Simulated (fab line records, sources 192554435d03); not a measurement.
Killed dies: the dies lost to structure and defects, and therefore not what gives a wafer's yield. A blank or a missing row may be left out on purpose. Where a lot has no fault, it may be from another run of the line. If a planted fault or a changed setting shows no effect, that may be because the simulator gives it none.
8D (eight disciplines) problem report, filled in by code + flow n5-finfet + the parts of the form that need people (team, actions taken, sign-off) are left out

== 1. PROBLEM STATEMENT ==
Wafers without a fault read 1499.9 rpm, standard deviation 1.1; spin-speed-rpm at N5_BEOL_M11_COAT_59 reads a mean of 2142.4 rpm on 6 wafers belonging to 2 lots. That is +99 or more standard deviations from the usual mean.
The step: time 60 s, resist thk 100 nm.
The first sign was on wafer L941.2 at day 12 14:38, on litho-track-04. The record holds 36 wafers of 12 lots with a number at this step. Rule for "out" (also "out of limits"): further than 4 standard deviations from the usual mean. The rest of the wafers with a number are treated as sound.

== 2. WHAT IT IS; WHAT IT IS NOT ==
| question                    | is                     | is not                                                                                 |
|-----------------------------|------------------------|----------------------------------------------------------------------------------------|
| which readings at this step | spin-speed-rpm         | -                                                                                      |
| which lots                  | L940, L941             | L931, L932, L936, L937, L938, L939, L946, L948, L951, L952                             |
| which wafers of those lots  | all that have a number | -                                                                                      |
| read on which tools         | litho-track-04         | litho-track-01, litho-track-02                                                         |
| when                        | from day 12 14:38      | up to then (18 sound wafers); but 12 sound wafers of L946, L948, L951, L952 came after |

== 3. THE SUSPECTS, EACH WITH WHAT RULES IT OUT ==
Counting: a tool stays on the suspect list if, at a process step up to the reading, it processed all lots that are out and no sound lot following the first of them.
- pecvd-01 at N5_BEOL_M10_DEP_56 (deposits SiCN from 3MS/NH3, target thk 15 nm, time 26.5 s): ruled out as a lasting fault. Sound lots L948 ran on it after its first lot that is out, L941 (day 12 10:55).
- litho-track-04 at N5_BEOL_M11_COAT_59 (time 60 s, resist thk 100 nm): ruled out as a lasting fault. Sound lots L946, L952 ran on it after its first lot that is out, L941 (day 12 14:38).
Left after counting: nothing in the record.

== 4. THE CAUSE (what the simulator had put in) ==
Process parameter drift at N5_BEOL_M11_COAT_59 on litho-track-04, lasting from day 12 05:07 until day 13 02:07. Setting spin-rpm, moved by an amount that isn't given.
Counting ruled it out, wrongly.

== 5. THE EFFECT CHAIN, in route order ==
Each row: a reading where the mean over the struck wafers with a number is more than 3 standard deviations away from the usual. Readings are gone through only where the record gives a usual standard deviation; hours: the median, over the lots, of the time from a lot's start at the first step in this table giving one to that lot's start at this step; sigmas: the change measured in usual standard deviations.
| hours | step                | reading        | usual      | on struck wafers | change | sigmas      |
|-------|---------------------|----------------|------------|------------------|--------|-------------|
| 0     | N5_BEOL_M11_COAT_59 | spin-speed-rpm | 1499.9 rpm | 2142.4           | +642.5 | +99 or more |
Process steps it contains:
- N5_BEOL_M11_COAT_59: time 60 s, resist thk 100 nm.

== 6. HOW IT WOULD HAVE BEEN CAUGHT EARLIER ==
10 hours passed between the start of the fault at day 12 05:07 and the first reading out of limits in this record, taken at day 12 14:38.
